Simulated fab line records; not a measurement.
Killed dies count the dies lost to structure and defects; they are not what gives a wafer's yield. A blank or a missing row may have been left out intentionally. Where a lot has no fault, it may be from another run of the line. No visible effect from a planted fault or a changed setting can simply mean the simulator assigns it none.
Which tool did it? || flow nand_harc || 39 wafers from 13 lots sampled at 2 of the route's 1159 steps

WHAT THE GAUGES READ, wafer by wafer
NHARC_A_SLIT_CD_MEAS_21.
{"lot": "L965", "measured": "day 14 16:10", "on": "cd_sem-01", "cd_nm (nm)": "289.3 290.2 289.5"}
{"lot": "L966", "measured": "day 14 17:39", "on": "cd_sem-02", "cd_nm (nm)": "289.3 288.9 289.6"}
{"lot": "L970", "measured": "day 15 09:18", "on": "cd_sem-03", "cd_nm (nm)": "290.8 291.5 290.6"}
{"lot": "L969", "measured": "day 15 09:28", "on": "cd_sem-02", "cd_nm (nm)": "290.2 289.4 290.5"}
{"lot": "L972", "measured": "day 16 03:44", "on": "cd_sem-03", "cd_nm (nm)": "289.8 290.0 289.8"}
{"lot": "L976", "measured": "day 16 19:05", "on": "cd_sem-03", "cd_nm (nm)": "291.3 288.8 289.3"}
{"lot": "L979", "measured": "day 17 15:49", "on": "cd_sem-02", "cd_nm (nm)": "290.6 290.4 289.6"}
{"lot": "L978", "measured": "day 17 16:43", "on": "cd_sem-01", "cd_nm (nm)": "290.6 290.2 289.9"}
{"lot": "L981", "measured": "day 19 07:28", "on": "cd_sem-02", "cd_nm (nm)": "287.7 288.6 288.9"}
{"lot": "L983", "measured": "day 19 07:57", "on": "cd_sem-02", "cd_nm (nm)": "288.3 288.8 289.2"}
{"lot": "L984", "measured": "day 19 09:07", "on": "cd_sem-03", "cd_nm (nm)": "290.0 290.5 290.5"}
{"lot": "L988", "measured": "day 19 16:32", "on": "cd_sem-03", "cd_nm (nm)": "289.2 289.1 289.5"}
{"lot": "L987", "measured": "day 19 17:11", "on": "cd_sem-03", "cd_nm (nm)": "289.8 289.9 290.6"}

WHICH TOOL RAN EACH LOT (tool, then ch and the chambers of the sampled wafers, then the start)
{"lot": "L965", "NHARC_A_SLIT_ETCH_26": "har_etch-01 ch 0,1, day 14 15:01"}
{"lot": "L966", "NHARC_A_SLIT_ETCH_26": "har_etch-02 ch 0,1, day 14 16:32"}
{"lot": "L970", "NHARC_A_SLIT_ETCH_26": "har_etch-02 ch 1, day 15 08:09"}
{"lot": "L969", "NHARC_A_SLIT_ETCH_26": "har_etch-01 ch 0,1, day 15 08:20"}
{"lot": "L972", "NHARC_A_SLIT_ETCH_26": "har_etch-01 ch 0,1, day 16 02:37"}
{"lot": "L976", "NHARC_A_SLIT_ETCH_26": "har_etch-02 ch 0,1, day 16 17:37"}
{"lot": "L979", "NHARC_A_SLIT_ETCH_26": "har_etch-01 ch 0,1, day 17 14:41"}
{"lot": "L978", "NHARC_A_SLIT_ETCH_26": "har_etch-02 ch 0,1, day 17 15:33"}
{"lot": "L981", "NHARC_A_SLIT_ETCH_26": "har_etch-01 ch 0,1, day 19 06:20"}
{"lot": "L983", "NHARC_A_SLIT_ETCH_26": "har_etch-02 ch 0,1, day 19 06:47"}
{"lot": "L984", "NHARC_A_SLIT_ETCH_26": "har_etch-01 ch 0,1, day 19 07:58"}
{"lot": "L988", "NHARC_A_SLIT_ETCH_26": "har_etch-02 ch 0,1, day 19 15:23"}
{"lot": "L987", "NHARC_A_SLIT_ETCH_26": "har_etch-01 ch 0,1, day 19 16:02"}
- NHARC_A_SLIT_ETCH_26: etches the open film in C4F8/O2/Ar, time 90 s, target depth 400 nm.

AS READ BY THE TOOLS THEMSELVES (means over the sampled wafers that have a number; for cases with no such wafer, the mark the record gives instead)
NHARC_A_SLIT_ETCH_26.
{"lot": "L965", "tool": "har_etch-01", "drypump_motor_current_A (A)": 6.2, "he_backside_leak_sccm (sccm)": 5.0, "showerhead_plenum_p_Torr (Torr)": 3.83, "throttle_valve_pct (%)": 27.617}
{"lot": "L966", "tool": "har_etch-02", "drypump_motor_current_A (A)": 5.6, "he_backside_leak_sccm (sccm)": 6.0, "showerhead_plenum_p_Torr (Torr)": 3.74, "throttle_valve_pct (%)": 27.621}
{"lot": "L970", "tool": "har_etch-02", "drypump_motor_current_A (A)": 5.2, "he_backside_leak_sccm (sccm)": 5.7, "showerhead_plenum_p_Torr (Torr)": 3.65, "throttle_valve_pct (%)": 27.627}
{"lot": "L969", "tool": "har_etch-01", "drypump_motor_current_A (A)": 6.2, "he_backside_leak_sccm (sccm)": 5.2, "showerhead_plenum_p_Torr (Torr)": 3.83, "throttle_valve_pct (%)": 27.627}
{"lot": "L972", "tool": "har_etch-01", "drypump_motor_current_A (A)": 6.2, "he_backside_leak_sccm (sccm)": 5.0, "showerhead_plenum_p_Torr (Torr)": 3.82, "throttle_valve_pct (%)": 27.612}
{"lot": "L976", "tool": "har_etch-02", "drypump_motor_current_A (A)": 5.6, "he_backside_leak_sccm (sccm)": 6.1, "showerhead_plenum_p_Torr (Torr)": 3.72, "throttle_valve_pct (%)": 27.621}
{"lot": "L979", "tool": "har_etch-01", "drypump_motor_current_A (A)": 6.2, "he_backside_leak_sccm (sccm)": 5.1, "showerhead_plenum_p_Torr (Torr)": 3.81, "throttle_valve_pct (%)": 27.624}
{"lot": "L978", "tool": "har_etch-02", "drypump_motor_current_A (A)": 5.6, "he_backside_leak_sccm (sccm)": 6.0, "showerhead_plenum_p_Torr (Torr)": 3.72, "throttle_valve_pct (%)": 27.617}
{"lot": "L981", "tool": "har_etch-01", "drypump_motor_current_A (A)": 6.2, "he_backside_leak_sccm (sccm)": 5.1, "showerhead_plenum_p_Torr (Torr)": 3.80, "throttle_valve_pct (%)": 27.613}
{"lot": "L983", "tool": "har_etch-02", "drypump_motor_current_A (A)": 5.6, "he_backside_leak_sccm (sccm)": 6.1, "showerhead_plenum_p_Torr (Torr)": 3.71, "throttle_valve_pct (%)": 27.628}
{"lot": "L984", "tool": "har_etch-01", "drypump_motor_current_A (A)": 6.2, "he_backside_leak_sccm (sccm)": 5.1, "showerhead_plenum_p_Torr (Torr)": 3.80, "throttle_valve_pct (%)": 27.623}
{"lot": "L988", "tool": "har_etch-02", "drypump_motor_current_A (A)": 5.4, "he_backside_leak_sccm (sccm)": 6.2, "showerhead_plenum_p_Torr (Torr)": 3.66, "throttle_valve_pct (%)": 27.611}
{"lot": "L987", "tool": "har_etch-01", "drypump_motor_current_A (A)": 5.9, "he_backside_leak_sccm (sccm)": 5.0, "showerhead_plenum_p_Torr (Torr)": 3.80, "throttle_valve_pct (%)": 27.619}

THE ANSWER, worked out from the rows above alone
Rule: usual is defined by the lots themselves. Put in order of their means at a reading, lots are off if they are a third of the lots or fewer, leave a main group of 4 or more, and stand apart from it by a gap of 3 or more times the standard deviation of the main group's means; of several such gaps the widest counts. A main group is skipped when, at the precision printed for the reading in the tables above, its means are all equal. Also off: a lot with no number at a reading for which 4 or more lots have one. Any other lot the step has rows for is counted as sound. After the gauges, taken in route order, come the tools' own readings; for these a lot's mean is taken, as printed above. The first step at which some lot is off is used, and at that step the reading that is off furthest; a lot without a number counts as furthest.
Across all readings shown, no lot is off: no conclusion can be drawn from this.

WHAT HAD BEEN PUT IN BY THE SIMULATOR
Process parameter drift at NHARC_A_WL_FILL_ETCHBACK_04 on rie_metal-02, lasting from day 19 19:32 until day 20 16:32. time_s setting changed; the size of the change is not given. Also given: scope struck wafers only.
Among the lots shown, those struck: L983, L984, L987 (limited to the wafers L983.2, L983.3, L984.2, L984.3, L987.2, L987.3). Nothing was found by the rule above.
